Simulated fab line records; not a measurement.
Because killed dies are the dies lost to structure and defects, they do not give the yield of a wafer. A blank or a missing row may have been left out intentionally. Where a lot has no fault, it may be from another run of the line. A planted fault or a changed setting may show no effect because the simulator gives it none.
Split-lot trial || flow n5-finfet || route with 1938 steps; 7 lots, 21 wafers read

SPLIT DETAILS
At N5_BEOL_M11_VIA_ETCH_34 (etches SiCOH lowk in C4F6/O2, target depth 184.5 nm, time 69.2 s), the setting time-s was moved away from the recipe's 69.2 s on 7 of the 21 wafers read, by -18.0% to +10.0%. This setting was run at the recipe's value on the other wafers.

Reading taken at the split's own step.

THE READING
SOC_of_BEOL_M11_COAT_63.thk-nm (the simulator's own value, which no gauge read), in nm, at N5_BEOL_M11_VIA_ETCH_34 (etches SiCOH lowk in C4F6/O2, target depth 184.5 nm, time 69.2 s). The file does not state a usual value for it. Here, 14 wafers ran the recipe; their average is 92.0 nm with a standard deviation of 0.3 nm.

{"wafer": "L074.3", "tool, chamber at the split": "rie-diel-02, 0", "time-s as run, s": 76.1, "against the recipe": "+10.0%", "SOC_of_BEOL_M11_COAT_63.thk-nm, nm": 90.8, "against lot-mates on the recipe": -0.6}
{"wafer": "L074.4", "tool, chamber at the split": "rie-diel-02, 3", "time-s as run, s": 69.2, "against the recipe": "recipe", "SOC_of_BEOL_M11_COAT_63.thk-nm, nm": 91.4, "against lot-mates on the recipe": "-"}
{"wafer": "L074.6", "tool, chamber at the split": "rie-diel-02, 0", "time-s as run, s": 76.1, "against the recipe": "+10.0%", "SOC_of_BEOL_M11_COAT_63.thk-nm, nm": 90.4, "against lot-mates on the recipe": -1.0}
{"wafer": "L076.3", "tool, chamber at the split": "rie-diel-02, 2", "time-s as run, s": 69.2, "against the recipe": "recipe", "SOC_of_BEOL_M11_COAT_63.thk-nm, nm": 91.8, "against lot-mates on the recipe": "-"}
{"wafer": "L076.4", "tool, chamber at the split": "rie-diel-02, 0", "time-s as run, s": 69.2, "against the recipe": "recipe", "SOC_of_BEOL_M11_COAT_63.thk-nm, nm": 92.4, "against lot-mates on the recipe": "-"}
{"wafer": "L076.6", "tool, chamber at the split": "rie-diel-02, 0", "time-s as run, s": 69.2, "against the recipe": "recipe", "SOC_of_BEOL_M11_COAT_63.thk-nm, nm": 92, "against lot-mates on the recipe": "-"}
{"wafer": "L081.2", "tool, chamber at the split": "rie-diel-05, 3", "time-s as run, s": 65, "against the recipe": "-6.1%", "SOC_of_BEOL_M11_COAT_63.thk-nm, nm": 92.2, "against lot-mates on the recipe": "+0.6"}
{"wafer": "L081.3", "tool, chamber at the split": "rie-diel-05, 3", "time-s as run, s": 69.2, "against the recipe": "recipe", "SOC_of_BEOL_M11_COAT_63.thk-nm, nm": 91.6, "against lot-mates on the recipe": "-"}
{"wafer": "L081.4", "tool, chamber at the split": "rie-diel-05, 0", "time-s as run, s": 65, "against the recipe": "-6.1%", "SOC_of_BEOL_M11_COAT_63.thk-nm, nm": 92, "against lot-mates on the recipe": "+0.4"}
{"wafer": "L084.3", "tool, chamber at the split": "rie-diel-03, 1", "time-s as run, s": 56.73, "against the recipe": "-18.0%", "SOC_of_BEOL_M11_COAT_63.thk-nm, nm": 93.2, "against lot-mates on the recipe": "+1.2"}
{"wafer": "L084.4", "tool, chamber at the split": "rie-diel-03, 0", "time-s as run, s": 69.2, "against the recipe": "recipe", "SOC_of_BEOL_M11_COAT_63.thk-nm, nm": 91.8, "against lot-mates on the recipe": "-"}
{"wafer": "L084.5", "tool, chamber at the split": "rie-diel-03, 1", "time-s as run, s": 69.2, "against the recipe": "recipe", "SOC_of_BEOL_M11_COAT_63.thk-nm, nm": 92.2, "against lot-mates on the recipe": "-"}
{"wafer": "L094.4", "tool, chamber at the split": "rie-diel-05, 0", "time-s as run, s": 69.2, "against the recipe": "recipe", "SOC_of_BEOL_M11_COAT_63.thk-nm, nm": 92.2, "against lot-mates on the recipe": "-"}
{"wafer": "L094.5", "tool, chamber at the split": "rie-diel-05, 2", "time-s as run, s": 69.2, "against the recipe": "recipe", "SOC_of_BEOL_M11_COAT_63.thk-nm, nm": 92.2, "against lot-mates on the recipe": "-"}
{"wafer": "L094.6", "tool, chamber at the split": "rie-diel-05, 3", "time-s as run, s": 69.2, "against the recipe": "recipe", "SOC_of_BEOL_M11_COAT_63.thk-nm, nm": 92.6, "against lot-mates on the recipe": "-"}
{"wafer": "L096.4", "tool, chamber at the split": "rie-diel-05, 3", "time-s as run, s": 69.2, "against the recipe": "recipe", "SOC_of_BEOL_M11_COAT_63.thk-nm, nm": 92.2, "against lot-mates on the recipe": "-"}
{"wafer": "L096.5", "tool, chamber at the split": "rie-diel-05, 1", "time-s as run, s": 63.48, "against the recipe": "-8.3%", "SOC_of_BEOL_M11_COAT_63.thk-nm, nm": 92.8, "against lot-mates on the recipe": "+0.6"}
{"wafer": "L096.6", "tool, chamber at the split": "rie-diel-05, 0", "time-s as run, s": 63.48, "against the recipe": "-8.3%", "SOC_of_BEOL_M11_COAT_63.thk-nm, nm": 92.6, "against lot-mates on the recipe": "+0.4"}
{"wafer": "L095.1", "tool, chamber at the split": "rie-diel-05, 0", "time-s as run, s": 69.2, "against the recipe": "recipe", "SOC_of_BEOL_M11_COAT_63.thk-nm, nm": 92, "against lot-mates on the recipe": "-"}
{"wafer": "L095.4", "tool, chamber at the split": "rie-diel-05, 0", "time-s as run, s": 69.2, "against the recipe": "recipe", "SOC_of_BEOL_M11_COAT_63.thk-nm, nm": 92.2, "against lot-mates on the recipe": "-"}
{"wafer": "L095.5", "tool, chamber at the split": "rie-diel-05, 3", "time-s as run, s": 69.2, "against the recipe": "recipe", "SOC_of_BEOL_M11_COAT_63.thk-nm, nm": 92, "against lot-mates on the recipe": "-"}

THE FIT
A straight line over all 21 wafers: SOC_of_BEOL_M11_COAT_63.thk-nm changes by -0.088 nm for each +1% of time-s; r = -0.83; the points scatter about the line by 0.35 nm.
The same after taking each lot's own level away (the mean of its wafers on the recipe; 21 wafers): -0.0713 nm for each +1%; r = -0.93; scatter 0.17 nm.
Per that fit: largest time-s move, reading shift of 1.3 nm.
From 91.40 to 92.33 nm: that is the span of the lots' own levels, equal to 3.1 times the standard deviation above.
In other words, the slope is changed by the lot-to-lot level; the two fits disagree.
Check: for one of the wafers moved furthest among these (-18.0%), held out of the fit, the line's prediction against its lot-mates is +1.33 nm. It came out at +1.2 nm against them.

THESE WAFERS: OTHER SPLITS
Other splits were also applied to these wafers ahead of the reading. Each is held against what the fit with the lots' levels taken away leaves over:
{"other split on the same wafers": "N5_BEOL_M9_DESCUM_16 time-s", "wafers away from the commonest value": 7, "r with SOC_of_BEOL_M11_COAT_63.thk-nm (lot level and that fit taken away)": "+0.02"}
{"other split on the same wafers": "N5_BEOL_M10_ILD_DEP_00 time-s", "wafers away from the commonest value": 2, "r with SOC_of_BEOL_M11_COAT_63.thk-nm (lot level and that fit taken away)": "+0.13"}
{"other split on the same wafers": "N5_BEOL_M11_ETCH_66 time-s", "wafers away from the commonest value": 9, "r with SOC_of_BEOL_M11_COAT_63.thk-nm (lot level and that fit taken away)": "+0.17"}

THE WHOLE CHAIN: every reading that the file lists as answering this split, in the file's order
{"step": "N5_BEOL_M11_VIA_ETCH_34", "what it does": "etches SiCOH lowk in C4F6/O2, target depth 184.5 nm, time 69.2 s", "reading": "etch.depth-nm (the simulator's own value, which no gauge read)", "change (the file's fit)": "+1.75 nm for each +1% of the setting", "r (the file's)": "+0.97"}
{"step": "N5_BEOL_M11_VIA_ETCH_34", "what it does": "etches SiCOH lowk in C4F6/O2, target depth 184.5 nm, time 69.2 s", "reading": "SOC_of_BEOL_M11_COAT_63.thk-nm (the simulator's own value, which no gauge read)", "change (the file's fit)": "-0.0695 nm for each +1% of the setting", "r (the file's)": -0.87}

FILE'S OWN FIT
SOC_of_BEOL_M11_COAT_63.thk-nm changes by -0.0695 nm for each +1% of time-s, r = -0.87.
